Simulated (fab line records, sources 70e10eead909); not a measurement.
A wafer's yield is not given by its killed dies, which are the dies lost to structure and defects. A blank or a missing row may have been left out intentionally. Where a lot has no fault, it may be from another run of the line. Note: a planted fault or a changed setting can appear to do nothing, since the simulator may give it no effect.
A lot that was struck, set against a sound lot :: flow nandHarc :: 11 steps out of a route of 1302
Sound: the wafers L598.2, L598.3, L598.5. Wafers struck: L605.1, L605.4, L605.6. The cause is named last.
Each step with rows lists, per side, the tool, then ch with its chambers, then its first start. Under that, the readings that differ: sound wafers :: struck wafers :: difference of the means :: sigmas: that difference in standard deviations of wafers without a fault.
alike: readings with means less than 2 such deviations apart, plus words and numbers identical on both sides. not compared: withheld readings, readings lacking a value on some wafer, bounds such as >300 that could conceal the same value, and numbers that have no deviation in the record and whose values overlap.
Wherever a step has rows on one side only, a row that says differs or no value, or a row with sigmas, the two part there. Numbers that have no deviation but don't overlap get no sigmas and don't part them. Lack of a reading on every wafer of one side parts them only where that side has two or more wafers.

first, 3 steps without rows for these wafers: NHARC_A_STAIRCASE_WET_418 (chemistry H3PO4, target depth 20 nm); NHARC_A_STAIRCASE_PRECLEAN_419 (cleans in SC1); NHARC_A_STAIRCASE_SRD_421.
NHARC_A_STAIRCASE_ALD_420: deposits SiO2, target thk 20 nm, pulse time 6 s, ald cycles 200.
  sound on aldHk-04 ch 0,1,2, day 20 22:14; struck on aldHk-04 ch 0,2, day 22 23:46
  alike: heaterPowerW, precursorPulseHeightRel
  not compared: sinceWetCleanH
then, 1 step without rows for these wafers: NHARC_A_STAIRCASE_CVD_552 (deposits SiNx, target thk 40 nm).
NHARC_A_STAIRCASE_DEP_151: deposits SiO2, target thk 7200 nm.
  sound on pecvd-03 ch 1,2, day 21 06:41; struck on pecvd-03 ch 0,2, day 23 07:46
  alike: heaterPowerW
  not compared: sinceWetCleanH
then, 1 step without rows for these wafers: NHARC_A_STAIRCASE_ANNEAL_320 (time 1800 s).
NHARC_A_STAIRCASE_DEP_322: deposits SiO2, target thk 7200 nm.
  sound on pecvd-02 ch 1,2, day 21 15:50; struck on pecvd-03 ch 1,2, day 23 15:32
  alike: heaterPowerW
  not compared: sinceWetCleanH
then, 1 step without rows for these wafers: NHARC_A_STAIRCASE_ANNEAL_323 (time 1800 s).
NHARC_A_STAIRCASE_DEP_325: deposits SiO2, target thk 7200 nm.
  sound on pecvd-02 ch 0,1, day 22 00:59; struck on pecvd-01 ch 0,2, day 23 23:32
  alike: heaterPowerW
  not compared: sinceWetCleanH
NHARC_A_STAIRCASE_ANNEAL_326: time 1800 s.
  struck on furnace-06, day 24 02:57; sound on furnace-06 ch 0, day 22 06:10
  no value came back on the struck wafers for runLengthS (s), spikeTcBottomC (C), spikeTcTopC (C), zonePowerLowerPct (%); on the sound wafers runLengthS (s) reads 1812 1812 1812

WHERE THEY PART
At NHARC_A_STAIRCASE_ANNEAL_326 and nowhere else, as far as this record goes.

WHY: what the simulator had put in
Skipped step whole: furnace-06, from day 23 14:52 on, at NHARC_A_STAIRCASE_ANNEAL_326. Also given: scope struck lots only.
